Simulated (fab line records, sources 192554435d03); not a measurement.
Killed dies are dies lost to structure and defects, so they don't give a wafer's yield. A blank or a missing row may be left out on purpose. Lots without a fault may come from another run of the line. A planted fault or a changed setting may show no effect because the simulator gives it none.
fab line records | flow n5_finfet
record lots=24 wafers=72 last_day=21
route steps=1938 shown MOL_CONTACT_COAG@618 BEOL_M0_SAQP@633
lots that met no fault: from a run of the same line without faults
start_h: hours from the record's first day to the start of the lot's first wafer shown | wait_h: hours since the lot's step before | " the same as in the row above | L1.1+2: a row that stands for several wafers | - no value, or no start given | * or withheld: withheld | < > ~ a bound
route shown NAME@n: a module of which the file shows steps, and the number in the route of the first | usual: mean/standard deviation of fault-free wafers | same: alike in all rows | chamber/n: place in a boat | sites: the reading at each site | _std_site: their standard deviation | _edge_site: outer sites' mean less inner sites' | radius_mm: how far each site lies from the wafer's centre | mask NAME#n: copy n | behind: the tool/chamber that last shaped the wafer | hold: why the lot was held/for how many hours/how that ended | device: the transistor (n, p or np) that didn't switch | end of line: the same wafers' tests at the end of the route | a step without rows: its recipe alone | killed: dies lost to structure and defects at the first sort, not the wafer's yield | map: a wafer's dies, x killed, . not, _ none there
set.NAME: the setting as run; set.NAME@STEP: as run at that earlier step | model.NAME: the simulator's own value behind a step, which no gauge read
steps of the route over a sample of lots; a table a step, a row a wafer
services: from which hour (start_h, from the record's first day; less than 0 if before it) a tool's chamber was out of use, for how many hours, and why
## steps
# step N5_MOL_CONTACT_COAG_STRIP_72
# recipe chemistry=N2/H2 power_w=450 temp_c=40 pressure_mtorr=20 rf_frequency_hz=6e+07 overash_fraction=3 bias_power_w=7 h2_frac=0.5 n2_flow_sccm=200 h2_flow_sccm=200
# usual drypump_motor_current_A=5.69/0.19 h2_flow_sccm=200.0/0.57 n2_flow_sccm=200.0/0.58 oes_product_au=0.79/0.078 rf_vpp_V=59.3/1.7 showerhead_plenum_p_Torr=2.53/0.087 throttle_valve_pct=23.66/0.29
# columns lot.wafer tool chamber start_h wait_h drypump_motor_current_A h2_flow_sccm n2_flow_sccm oes_product_au rf_hours_counter_h rf_vpp_V showerhead_plenum_p_Torr throttle_valve_pct
L074.1 rie_diel-03 2 97.14 0.0 5.97 199.5 199.5 0.78 145 60.0 2.64 23.50
L074.4 " 1 " " 5.79 198.7 199.5 0.80 - 56.8 2.45 23.78
L074.6 " 2 " " 5.96 200.1 200.0 0.76 - 60.3 2.64 23.57
L075.2 rie_diel-01 1 102.92 0.0 5.57 199.8 199.7 0.89 40 59.0 2.69 23.79
L075.3 " 2 " " 5.63 199.8 200.3 0.77 134 56.5 2.56 24.15
L075.4 " 3 " " 5.87 199.8 200.1 0.68 221 57.0 2.51 23.69
L076.2 rie_diel-03 1 115.85 0.0 5.76 200.4 199.2 0.82 89 56.6 2.45 23.76
L076.4 " 0 " " 5.53 200.3 200.0 0.73 - 59.6 2.50 23.43
L076.6 " 1 " " 5.76 200.3 198.9 0.78 - 59.7 2.45 23.82
L077.2 rie_diel-03 0 118.01 0.0 5.51 199.8 200.3 0.73 182 60.6 2.50 23.45
L077.3 " 3 " " 5.67 200.3 200.1 0.79 107 60.8 2.42 23.14
L077.5 " 3 " " 5.65 200.6 200.1 0.80 - 62.1 2.43 23.14
L078.2 rie_diel-01 3 122.61 0.0 5.89 200.6 199.7 0.70 225 61.0 2.51 23.64
L078.4 " 2 " " 5.63 200.4 200.5 0.77 139 61.3 2.55 24.19
L078.5 " 3 " " 5.88 200.3 198.9 0.69 - 60.4 2.51 23.68
L080.2 rie_diel-03 2 140.78 0.0 5.96 200.5 199.7 0.76 154 59.9 2.64 23.53
L080.4 " 3 " " 5.65 200.1 200.7 0.82 111 60.6 2.43 23.17
L080.5 " 3 " " 5.67 200.4 200.5 0.80 - 56.5 2.42 23.22
L079.4 rie_diel-03 0 141.23 0.0 5.55 199.6 200.5 0.71 186 61.1 2.50 23.44
L079.5 " 2 " " 5.98 200.0 199.5 0.77 - 60.7 2.64 23.51
L079.6 " 3 " " 5.67 199.8 199.6 0.80 - 59.8 2.42 23.17
L082.3 rie_diel-01 0 144.12 0.0 5.73 198.9 199.7 0.86 73 56.6 2.47 23.59
L082.4 " 1 " " 5.56 200.3 199.8 0.85 51 60.4 2.68 23.78
L082.6 " 1 " " 5.54 199.9 199.8 0.86 - 59.0 2.68 23.79
L081.3 rie_diel-01 3 144.81 0.0 5.88 201.0 199.9 0.68 232 56.8 2.51 23.69
L081.5 " 2 " " 5.65 200.0 200.0 0.77 - 60.1 2.55 24.16
L081.6 " 1 " " 5.54 201.1 199.9 0.86 - 56.6 2.68 23.82
L083.2 rie_diel-01 0 151.89 0.0 5.73 199.6 199.9 0.84 76 58.9 2.47 23.57
L083.3 " 3 " " 5.88 200.5 200.2 0.68 234 58.7 2.51 23.68
L083.6 " 3 " " 5.86 200.9 201.1 0.69 - 61.3 2.51 23.63
L084.1 rie_diel-04 0 161.80 0.0 5.88 199.3 199.1 0.99 6 57.9 2.48 23.42
L084.4 " 3 " " 5.25 199.6 199.6 0.75 - 57.2 2.65 24.11
L084.5 " 0 " " 5.84 200.0 200.1 0.95 - 59.4 2.48 23.43
L085.2 rie_diel-03 0 169.55 0.0 5.56 199.4 200.2 0.71 195 59.5 2.49 23.48
L085.3 " 3 " " 5.69 200.4 201.6 0.78 121 60.9 2.42 23.18
L085.4 " 1 " " 5.79 199.2 200.1 0.78 105 60.7 2.44 23.84
L086.2 rie_diel-01 1 174.34 0.0 5.53 199.3 199.9 0.86 63 60.9 2.68 23.85
L086.3 " 2 " " 5.65 200.0 199.5 0.75 158 58.6 2.55 24.21
L086.4 " 0 " " 5.76 200.0 199.6 0.85 85 59.0 2.46 23.60
L087.1 rie_diel-03 2 175.13 0.0 5.92 198.6 201.3 0.74 166 60.7 2.63 23.58
L087.2 " 1 " " 5.76 199.2 199.8 0.80 107 59.7 2.44 23.86
L087.6 " 2 " " 5.96 200.4 200.8 0.74 - 58.7 2.63 23.54
L088.2 rie_diel-04 0 181.73 0.0 5.85 199.9 199.3 0.95 15 59.7 2.48 23.45
L088.5 " 1 " " 5.88 200.6 199.8 0.97 - 57.3 2.50 23.52
L088.6 " 2 " " 5.42 200.3 200.9 0.68 - 58.3 2.63 23.82
L089.1 rie_diel-03 3 189.29 0.0 5.67 199.2 200.0 0.78 130 57.9 2.42 23.19
L089.2 " 1 " " 5.77 200.6 201.4 0.79 113 58.9 2.44 23.83
L089.4 " 2 " " 6.02 200.3 201.1 0.75 173 59.8 2.63 23.56
L090.3 rie_diel-01 1 199.92 0.0 5.54 200.7 200.0 0.86 73 59.5 2.67 23.83
L090.4 " 1 " " 5.56 200.0 200.3 0.85 - 57.3 2.67 23.82
L090.6 " 0 " " 5.75 199.6 200.6 0.84 - 61.2 2.46 23.60
L091.3 rie_diel-04 0 203.30 0.0 5.89 199.5 200.1 0.90 22 59.7 2.47 23.55
L091.4 " 2 " " 5.41 199.1 200.4 0.68 247 57.8 2.62 23.83
L091.5 " 1 " " 5.90 200.3 200.2 0.93 - 61.8 2.50 23.54
L092.2 rie_diel-04 0 207.84 0.0 5.85 199.6 199.2 0.90 25 56.9 2.47 23.46
L092.3 " 1 " " 5.89 199.2 200.6 0.92 12 57.6 2.50 23.54
L092.5 " 0 " " 5.88 200.2 199.2 0.88 - 60.3 2.47 23.45
L093.2 rie_diel-03 1 212.95 0.0 5.77 199.5 200.6 0.77 123 63.7 2.43 23.83
L093.3 " 0 " " 5.52 199.7 200.5 0.69 212 59.7 2.49 23.47
L093.6 " 2 " " 5.92 200.5 200.6 0.73 - 58.3 2.63 23.59
L094.2 rie_diel-03 1 224.54 0.0 5.78 200.2 200.5 0.77 127 57.2 2.43 23.84
L094.3 " 3 " " 5.64 201.3 199.5 0.76 144 58.6 2.41 23.21
L094.4 " 2 " " 5.94 200.5 199.6 0.72 186 64.3 2.63 23.55
L095.1 rie_diel-04 3 227.88 0.0 5.24 199.9 199.9 0.74 185 59.8 2.63 24.12
L095.2 " 2 " " 5.43 199.9 201.6 1.00 1 58.7 2.62 23.69
L095.6 " 3 " " 5.23 199.6 199.6 0.73 - 59.7 2.63 24.13
L096.1 rie_diel-03 1 231.64 0.0 5.80 199.8 201.2 0.76 129 61.5 2.43 23.82
L096.2 " 3 " " 5.65 199.6 200.0 0.76 145 60.8 2.41 23.21
L096.5 " 1 " " 5.80 199.8 200.0 0.77 - 59.7 2.43 23.85
L097.4 rie_diel-01 3 237.61 0.0 5.86 201.0 200.2 0.92 7 61.2 2.50 23.40
L097.5 " 2 " " 5.63 200.4 199.2 0.74 - 60.4 2.53 24.26
L097.6 " 3 " " 5.84 199.9 200.0 0.95 - 58.8 2.50 23.36
# step N5_BEOL_M0_SAQP_ILD_DEP_01
# recipe material=SiOC target_thk_a=454.19 temp_c=350 precursor=DEMS/O2 pressure_torr=5 rf_w=500 time_s=8.7
# usual heater_power_w=489/52 showerhead_plenum_p_Torr=5.693/0.014 throttle_valve_pct=11.8/0.71
# columns lot.wafer tool chamber start_h wait_h heater_power_w showerhead_plenum_p_Torr throttle_valve_pct
L074.1 pecvd-03 1 102.85 0.0 489 5.670 12.5
L074.4 " 2 " " 541 5.678 11.1
L074.6 " 0 " " 483 5.702 12.7
L075.2 pecvd-03 2 107.30 0.0 480 5.683 11.0
L075.3 " 0 " " 452 5.708 12.7
L075.4 " 1 " " 544 5.684 12.1
L076.2 pecvd-03 2 120.33 0.0 543 5.681 11.0
L076.4 " 2 " " 529 5.685 11.3
L076.6 " 0 " " 397 5.728 12.7
L077.2 pecvd-01 0 123.34 0.0 387 5.684 12.8
L077.3 " 1 " " 547 5.711 11.1
L077.5 " 1 " " 538 5.705 11.0
L078.2 pecvd-01 2 127.00 0.0 511 5.692 11.3
L078.4 " 0 " " 429 5.691 12.8
L078.5 " 1 " " 539 5.722 11.3
L080.2 pecvd-02 0 145.16 0.0 425 5.691 11.5
L080.4 " 1 " " 563 5.690 12.2
L080.5 " 2 " " 551 5.687 11.0
L079.4 pecvd-02 1 148.17 0.0 565 5.705 12.3
L079.5 " 0 " " 443 5.683 11.3
L079.6 " 2 " " 493 5.675 11.0
L082.3 pecvd-01 0 151.16 0.0 425 5.688 12.8
L082.4 " 2 " " 512 5.688 11.2
L082.6 " 0 " " 407 5.675 12.6
L081.3 pecvd-03 0 151.17 0.0 410 5.711 12.6
L081.5 " 0 " " 422 5.715 12.4
L081.6 " 1 " " 498 5.682 12.3
L083.2 pecvd-03 1 156.30 0.0 487 5.682 12.2
L083.3 " 0 " " 448 5.707 12.6
L083.6 " 1 " " 496 5.673 12.3
L084.1 pecvd-02 2 166.19 0.0 579 5.686 11.2
L084.4 " 0 " " 448 5.694 11.5
L084.5 " 1 " " 571 5.718 12.4
L085.2 pecvd-03 1 174.08 0.0 542 5.686 12.0
L085.3 " 0 " " 454 5.701 12.8
L085.4 " 0 " " 447 5.709 13.0
L086.2 pecvd-01 0 178.85 0.0 489 5.682 12.7
L086.3 " 2 " " 487 5.690 11.3
L086.4 " 0 " " 478 5.686 12.7
L087.1 pecvd-03 1 181.85 0.0 485 5.687 12.5
L087.2 " 2 " " 503 5.692 11.1
L087.6 " 0 " " 453 5.712 12.3
L088.2 pecvd-03 2 186.19 0.0 558 5.696 11.4
L088.5 " 1 " " 536 5.689 12.4
L088.6 " 2 " " 540 5.679 11.3
L089.1 pecvd-02 2 193.73 0.0 552 5.691 10.9
L089.2 " 1 " " 539 5.697 12.4
L089.4 " 1 " " 530 5.712 12.5
L090.3 pecvd-03 2 204.35 0.0 503 5.680 11.5
L090.4 " 0 " " 403 5.719 13.0
L090.6 " 2 " " 508 5.676 11.4
L091.3 pecvd-03 2 208.04 0.0 481 5.682 11.0
L091.4 " 0 " " 436 5.712 12.7
L091.5 " 0 " " 449 5.701 12.8
L092.2 pecvd-01 0 212.22 0.0 453 5.694 12.9
L092.3 " 1 " " 519 5.714 11.1
L092.5 " 1 " " 517 5.717 10.9
L093.2 pecvd-01 2 217.33 0.0 468 5.692 11.4
L093.3 " 1 " " 544 5.698 11.3
L093.6 " 0 " " 388 5.684 12.6
L094.2 pecvd-01 2 229.06 0.0 443 5.709 11.4
L094.3 " 1 " " 538 5.704 11.1
L094.4 " 0 " " 467 5.671 13.0
L095.1 pecvd-02 2 232.58 0.0 605 5.679 11.1
L095.2 " 1 " " 570 5.695 12.3
L095.6 " 0 " " 380 5.687 11.5
L096.1 pecvd-01 2 236.32 0.0 499 5.705 11.6
L096.2 " 0 " " 459 5.679 13.1
L096.5 " 2 " " 497 5.686 11.5
L097.4 pecvd-01 2 242.02 0.0 457 5.685 11.6
L097.5 " 1 " " 502 5.702 10.9
L097.6 " 0 " " 446 5.675 12.7
# step N5_BEOL_M0_SAQP_PECVD_04
# recipe material=a-Si target_thk_a=600 temp_c=350 precursor=SiH4/He pressure_torr=3 rf_w=100 time_s=60.2
# usual heater_power_w=626/56 showerhead_plenum_p_Torr=5.66/0.045 throttle_valve_pct=17.9/1
# columns lot.wafer tool chamber start_h wait_h heater_power_w showerhead_plenum_p_Torr throttle_valve_pct
L074.1 pecvd-01 1 103.97 0.0 655 5.72 17.3
L074.4 " 2 " " 649 5.66 17.3
L074.6 " 0 " " 608 5.64 19.6
L075.2 pecvd-01 0 109.87 0.0 550 5.63 19.4
L075.3 " 2 " " 631 5.67 17.2
L075.4 " 2 " " 646 5.66 17.2
L076.2 pecvd-02 2 126.96 0.0 676 5.61 16.5
L076.4 " 2 " " 692 5.61 16.5
L076.6 " 0 " " 581 5.66 17.7
L077.2 pecvd-02 1 127.31 0.0 632 5.69 18.8
L077.3 " 0 " " 582 5.65 17.4
L077.5 " 1 " " 627 5.71 18.8
L078.2 pecvd-02 1 127.60 0.0 720 5.70 18.6
L078.4 " 2 " " 720 5.60 16.8
L078.5 " 0 " " 541 5.65 17.5
L080.2 pecvd-03 1 145.71 0.0 655 5.61 19.0
L080.4 " 1 " " 663 5.60 18.9
L080.5 " 0 " " 584 5.74 19.3
L079.4 pecvd-03 1 150.66 0.0 668 5.61 18.9
L079.5 " 0 " " 532 5.73 19.2
L079.6 " 2 " " 641 5.61 16.6
L082.3 pecvd-03 1 151.68 0.0 594 5.60 18.9
L082.4 " 1 " " 603 5.59 18.7
L082.6 " 0 " " 543 5.72 19.1
L081.3 pecvd-01 1 152.59 0.1 572 5.72 16.9
L081.5 " 1 " " 574 5.73 16.9
L081.6 " 0 " " 613 5.63 19.5
L083.2 pecvd-01 1 159.22 0.0 575 5.71 17.0
L083.3 " 0 " " 584 5.60 19.6
L083.6 " 1 " " 601 5.72 16.7
L084.1 pecvd-02 0 167.87 0.0 543 5.65 17.5
L084.4 " 2 " " 737 5.60 16.8
L084.5 " 0 " " 563 5.66 17.6
L085.2 pecvd-02 2 175.56 0.0 632 5.60 16.7
L085.3 " 2 " " 670 5.61 16.7
L085.4 " 1 " " 630 5.71 18.5
L086.2 pecvd-01 2 179.74 0.0 646 5.67 17.1
L086.3 " 0 " " 578 5.62 19.2
L086.4 " 2 " " 661 5.66 17.3
L087.1 pecvd-01 0 183.37 0.0 599 5.62 19.4
L087.2 " 1 " " 657 5.71 17.1
L087.6 " 1 " " 662 5.72 16.7
L088.2 pecvd-01 2 186.93 0.0 603 5.67 17.1
L088.5 " 0 " " 614 5.63 19.4
L088.6 " 1 " " 631 5.70 17.0
L089.1 pecvd-02 0 194.75 0.0 546 5.65 17.4
L089.2 " 2 " " 708 5.61 16.8
L089.4 " 1 " " 725 5.70 18.6
L090.3 pecvd-03 2 205.09 0.1 598 5.61 17.1
L090.4 " 0 " " 613 5.74 19.2
L090.6 " 0 " " 602 5.74 19.4
L091.3 pecvd-03 2 210.07 0.1 667 5.62 17.3
L091.4 " 0 " " 571 5.74 19.5
L091.5 " 2 " " 643 5.63 17.0
L092.2 pecvd-02 1 214.08 0.0 642 5.70 19.0
L092.3 " 0 " " 583 5.65 17.3
L092.5 " 0 " " 575 5.65 17.2
L093.2 pecvd-02 0 218.58 0.0 585 5.66 17.6
L093.3 " 2 " " 731 5.60 17.1
L093.6 " 0 " " 584 5.66 17.2
L094.2 pecvd-02 0 230.55 0.0 553 5.66 17.5
L094.3 " 2 " " 695 5.60 16.8
L094.4 " 1 " " 650 5.69 18.6
L095.1 pecvd-02 0 236.03 0.0 537 5.65 17.5
L095.2 " 2 " " 663 5.61 16.9
L095.6 " 2 " " 674 5.59 16.9
L096.1 pecvd-02 0 236.61 0.0 510 5.67 17.6
L096.2 " 2 " " 710 5.61 16.9
L096.5 " 2 " " 697 5.60 16.8
L097.4 pecvd-01 2 244.25 0.0 579 5.68 17.5
L097.5 " 1 " " 579 5.73 16.9
L097.6 " 0 " " 538 5.61 19.3
# step N5_BEOL_M0_SAQP_OVL_MEAS_15
# recipe points_per_wafer=44
# usual M0_CORE_OVL=-0.2/0.76
# columns lot.wafer tool chamber start_h wait_h M0_CORE_OVL[nm]
L074.1 overlay-02 0 104.58 0.0 -1.3
L074.4 " 0 " " -2.0
L074.6 " 0 " " -1.1
L075.2 overlay-02 0 110.50 0.0 0.0
L075.3 " 0 " " -0.1
L075.4 " 0 " " -0.6
L076.2 overlay-01 0 127.57 0.0 -0.9
L076.4 " 0 " " -1.9
L076.6 " 0 " " -1.3
L077.2 overlay-01 0 127.79 0.0 0.7
L077.3 " 0 " " 0.6
L077.5 " 0 " " -0.2
L078.2 overlay-01 0 128.21 0.0 0.6
L078.4 " 0 " " 0.6
L078.5 " 0 " " 0.7
L080.2 overlay-01 0 146.32 0.0 -0.3
L080.4 " 0 " " -1.1
L080.5 " 0 " " 0.0
L079.4 overlay-02 0 151.23 0.0 -0.9
L079.5 " 0 " " -0.5
L079.6 " 0 " " -1.5
L082.3 overlay-02 0 152.17 0.0 0.6
L082.4 " 0 " " 0.4
L082.6 " 0 " " 0.7
L081.3 overlay-02 0 153.20 0.0 0.4
L081.5 " 0 " " -0.1
L081.6 " 0 " " -0.6
L083.2 overlay-02 0 159.85 0.0 -1.4
L083.3 " 0 " " -0.6
L083.6 " 0 " " -0.8
L084.1 overlay-02 0 168.50 0.0 0.5
L084.4 " 0 " " 0.3
L084.5 " 0 " " 0.0
L085.2 overlay-02 0 176.23 0.0 -1.5
L085.3 " 0 " " 0.0
L085.4 " 0 " " 0.0
L086.2 overlay-02 0 180.35 0.0 -0.4
L086.3 " 0 " " 0.0
L086.4 " 0 " " -0.1
L087.1 overlay-01 0 183.85 0.0 0.9
L087.2 " 0 " " 0.6
L087.6 " 0 " " 0.7
L088.2 overlay-02 0 187.42 0.0 0.3
L088.5 " 0 " " -0.5
L088.6 " 0 " " -0.2
L089.1 overlay-01 0 195.23 0.0 0.2
L089.2 " 0 " " -0.3
L089.4 " 0 " " 1.3
L090.3 overlay-01 0 205.73 0.0 1.1
L090.4 " 0 " " 1.1
L090.6 " 0 " " -0.6
L091.3 overlay-02 0 210.59 0.0 -0.3
L091.4 " 0 " " -0.3
L091.5 " 0 " " 0.1
L092.2 overlay-02 0 214.69 0.0 -0.8
L092.3 " 0 " " -1.7
L092.5 " 0 " " 0.2
L093.2 overlay-02 0 219.23 0.0 -0.2
L093.3 " 0 " " 0.6
L093.6 " 0 " " -0.5
L094.2 overlay-01 0 231.04 0.0 -1.5
L094.3 " 0 " " -0.3
L094.4 " 0 " " -0.7
L095.1 overlay-01 0 236.63 0.0 -0.2
L095.2 " 0 " " -1.1
L095.6 " 0 " " -0.6
L096.1 overlay-02 0 237.22 0.0 0.1
L096.2 " 0 " " -0.1
L096.5 " 0 " " -0.6
L097.4 overlay-01 0 244.83 0.0 0.3
L097.5 " 0 " " 1.0
L097.6 " 0 " " 0.1
# step N5_BEOL_M0_SAQP_MANDREL2_REMOVE_110
# recipe chemistry=HBr/Cl2/O2 bt_time_s=10 target=a-Si stop_on=SiCN endpoint=OES-SiCl over_etch_frac=1 icp_w=600 bias_w=30 HBr_flow_sccm=150 Cl2_flow_sccm=80 O2_flow_sccm=5 pressure_mtorr=10
# usual drypump_motor_current_A=5.9/0.52 oes_product_au=1.000/0.02 throttle_valve_pct=36.7/0.33
# columns lot.wafer tool chamber start_h wait_h drypump_motor_current_A oes_product_au rf_hours_counter_h throttle_valve_pct
L074.1 rie_si-05 0 108.34 0.1 5.0 0.974 193 36.8
L074.4 " 1 " " 5.0 0.963 31 36.5
L074.6 " 1 " " 5.0 0.965 - 36.5
L075.2 rie_si-02 2 114.17 0.1 6.1 1.023 0 36.6
L075.3 " 1 " " 6.1 0.994 146 37.2
L075.4 " 0 " " 5.9 1.012 181 36.8
L076.2 rie_si-02 2 130.90 0.1 6.1 1.026 1 36.6
L076.4 " 0 " " 5.9 1.004 181 36.8
L076.6 " 2 " " 6.1 1.034 - 36.6
L077.2 rie_si-04 0 132.23 0.1 5.9 0.965 2 36.6
L077.3 " 2 " " 6.4 1.010 100 36.8
L077.5 " 0 " " 5.9 0.977 - 36.6
L078.2 rie_si-02 3 132.30 0.1 6.6 0.982 32 36.2
L078.4 " 1 " " 6.1 1.004 146 37.2
L078.5 " 1 " " 6.1 0.998 - 37.2
L080.2 rie_si-04 3 149.59 0.1 5.3 1.022 148 36.7
L080.4 " 3 " " 5.3 1.024 - 36.7
L080.5 " 0 " " 5.9 0.967 - 36.6
L079.4 rie_si-02 0 155.61 0.1 6.0 0.996 182 36.8
L079.5 " 2 " " 6.2 1.040 - 36.6
L079.6 " 3 " " 6.7 0.984 - 36.2
L082.3 rie_si-04 2 156.24 0.1 6.3 1.017 100 36.8
L082.4 " 3 " " 5.3 1.018 - 36.7
L082.6 " 0 " " 5.9 0.958 - 36.6
L081.3 rie_si-02 1 158.26 0.1 6.1 0.993 147 37.2
L081.5 " 2 " " 6.2 1.038 - 36.6
L081.6 " 3 " " 6.7 0.983 - 36.2
L083.2 rie_si-02 3 163.30 0.1 6.7 0.985 33 36.2
L083.3 " 0 " " 6.0 1.009 182 36.8
L083.6 " 1 " " 6.1 0.996 - 37.2
L084.1 rie_si-04 2 172.26 0.1 6.4 1.005 100 36.8
L084.4 " 0 " " 5.9 0.973 - 36.6
L084.5 " 2 " " 6.4 1.022 - 36.8
L085.2 rie_si-05 2 181.47 0.1 5.7 0.981 150 37.5
L085.3 " 3 " " 5.4 1.001 78 37.0
L085.4 " 1 " " 5.0 0.963 - 36.5
L086.2 rie_si-04 1 185.38 0.1 5.4 0.999 0 36.7
L086.3 " 0 " " 5.9 0.977 3 36.6
L086.4 " 3 " " 5.3 1.019 149 36.7
L087.1 rie_si-05 3 189.27 0.1 5.4 1.010 79 37.0
L087.2 " 0 " " 5.0 1.021 0 36.4
L087.6 " 3 " " 5.4 1.013 - 37.0
L088.2 rie_si-02 1 191.66 0.1 6.1 0.993 147 37.2
L088.5 " 2 " " 6.2 1.028 - 36.6
L088.6 " 1 " " 6.1 0.996 - 37.2
L089.1 rie_si-02 0 198.62 0.1 6.0 1.000 182 36.8
L089.2 " 1 " " 6.1 0.995 147 37.2
L089.4 " 3 " " 6.7 0.988 33 36.2
L090.3 rie_si-05 0 209.24 0.1 5.0 1.011 0 36.4
L090.4 " 3 " " 5.4 1.002 79 37.0
L090.6 " 0 " " 5.0 1.011 - 36.5
L091.3 rie_si-02 0 214.60 0.1 6.0 1.005 183 36.8
L091.4 " 1 " " 6.1 0.995 148 37.2
L091.5 " 2 " " 6.1 1.010 - 36.6
L092.2 rie_si-05 3 218.34 0.1 5.4 1.016 79 37.0
L092.3 " 0 " " 5.0 1.014 1 36.4
L092.5 " 3 " " 5.4 1.009 - 37.0
L093.2 rie_si-05 1 222.77 0.1 5.0 0.971 33 36.5
L093.3 " 0 " " 5.0 1.011 1 36.4
L093.6 " 3 " " 5.4 1.020 - 37.0
L094.2 rie_si-04 1 235.15 0.1 5.3 0.988 1 36.7
L094.3 " 3 " " 5.3 1.024 150 36.7
L094.4 " 0 " " 5.9 0.983 4 36.6
L095.1 rie_si-04 2 239.93 0.1 6.3 1.018 102 36.8
L095.2 " 0 " " 5.9 0.967 4 36.6
L095.6 " 3 " " 5.3 1.007 - 36.7
L096.1 rie_si-02 1 240.55 0.1 6.1 1.000 148 37.2
L096.2 " 0 " " 6.0 1.006 183 36.8
L096.5 " 3 " " 6.7 0.992 - 36.2
L097.4 rie_si-02 2 248.15 0.1 6.1 1.019 3 36.6
L097.5 " 0 " " 6.0 0.993 - 36.8
L097.6 " 1 " " 6.1 0.991 - 37.2
# step N5_BEOL_M0_SAQP_CD_MEAS_29
# recipe target_cd_nm=14.4 landing_energy_ev=1000 detector=se_inlens
# usual cd_nm=14.99/0.24
# same landing_energy_ev=1000
# columns lot.wafer tool chamber start_h wait_h cd_nm
L074.1 cd_sem-01 0 108.45 0.1 15.32
L074.4 " 0 " " 15.21
L074.6 " 0 " " 14.97
L075.2 cd_sem-01 0 114.28 0.1 15.11
L075.3 " 0 " " 14.99
L075.4 " 0 " " 14.81
L076.2 cd_sem-01 0 131.01 0.1 14.92
L076.4 " 0 " " 14.87
L076.6 " 0 " " 15.06
L077.2 cd_sem-01 0 132.34 0.1 15.35
L077.3 " 0 " " 14.93
L077.5 " 0 " " 15.16
L078.2 cd_sem-02 0 132.41 0.1 14.73
L078.4 " 0 " " 15.21
L078.5 " 0 " " 15.08
L080.2 cd_sem-01 0 149.71 0.1 14.73
L080.4 " 0 " " 14.71
L080.5 " 0 " " 14.60
L079.4 cd_sem-03 0 155.72 0.1 15.04
L079.5 " 0 " " 14.87
L079.6 " 0 " " 15.09
L082.3 cd_sem-02 0 156.36 0.1 14.91
L082.4 " 0 " " 14.99
L082.6 " 0 " " 14.60
L081.3 cd_sem-03 0 158.38 0.1 15.00
L081.5 " 0 " " 15.05
L081.6 " 0 " " 15.13
L083.2 cd_sem-02 0 163.41 0.1 14.96
L083.3 " 0 " " 14.89
L083.6 " 0 " " 15.25
L084.1 cd_sem-01 0 172.38 0.1 14.88
L084.4 " 0 " " 15.24
L084.5 " 0 " " 15.24
L085.2 cd_sem-01 0 181.58 0.1 14.81
L085.3 " 0 " " 14.60
L085.4 " 0 " " 15.06
L086.2 cd_sem-01 0 185.49 0.1 14.80
L086.3 " 0 " " 14.32
L086.4 " 0 " " 14.96
L087.1 cd_sem-02 0 189.38 0.1 15.45
L087.2 " 0 " " 15.02
L087.6 " 0 " " 15.25
L088.2 cd_sem-02 0 191.77 0.1 14.85
L088.5 " 0 " " 15.39
L088.6 " 0 " " 14.89
L089.1 cd_sem-03 0 198.73 0.1 15.07
L089.2 " 0 " " 14.99
L089.4 " 0 " " 14.84
L090.3 cd_sem-03 0 209.35 0.1 15.37
L090.4 " 0 " " 15.47
L090.6 " 0 " " 14.91
L091.3 cd_sem-01 0 214.71 0.1 14.91
L091.4 " 0 " " 14.37
L091.5 " 0 " " 15.29
L092.2 cd_sem-01 0 218.45 0.1 15.19
L092.3 " 0 " " 15.04
L092.5 " 0 " " 15.09
L093.2 cd_sem-01 0 222.88 0.1 15.02
L093.3 " 0 " " 14.48
L093.6 " 0 " " 15.29
L094.2 cd_sem-03 0 235.26 0.1 14.97
L094.3 " 0 " " 15.04
L094.4 " 0 " " 14.94
L095.1 cd_sem-01 0 240.04 0.1 14.52
L095.2 " 0 " " 14.98
L095.6 " 0 " " 15.06
L096.1 cd_sem-03 0 240.66 0.1 15.33
L096.2 " 0 " " 15.21
L096.5 " 0 " " 15.00
L097.4 cd_sem-03 0 248.26 0.1 15.51
L097.5 " 0 " " 15.38
L097.6 " 0 " " 14.75
## services
# columns tool chamber start_h hours kind
rie_diel-03 3 73.73 36.7 repair
rie_si-02 2 78.99 - clean
rie_si-02 2 78.99 24.0 scheduled_down
rie_si-02 2 78.99 24.0 vent_cycle
pecvd-03 0 86.17 2.1 scheduled_down
rie_si-04 1 86.45 8.8 repair
pecvd-02 2 91.69 5.5 scheduled_down
rie_diel-04 3 94.76 1.6 repair
pecvd-02 - 98.74 1.0 repair
pecvd-02 - 106.63 5.5 pm
rie_diel-01 - 114.20 2.8 pm
rie_diel-03 2 115.16 18.1 repair
rie_si-05 0 141.82 21.8 repair
pecvd-01 2 152.02 5.0 scheduled_down
rie_si-04 1 170.68 5.3 repair
rie_diel-01 3 191.56 - clean
pecvd-03 1 201.85 11.8 repair
rie_diel-03 0 206.78 4.0 repair
pecvd-02 1 216.93 2.1 scheduled_down
rie_si-05 - 217.46 0.3 repair
pecvd-01 0 224.38 2.1 scheduled_down
rie_diel-03 2 238.86 1.8 repair
pecvd-02 2 240.08 16.5 scheduled_down
pecvd-03 - 241.91 1.2 repair
## key
fault none
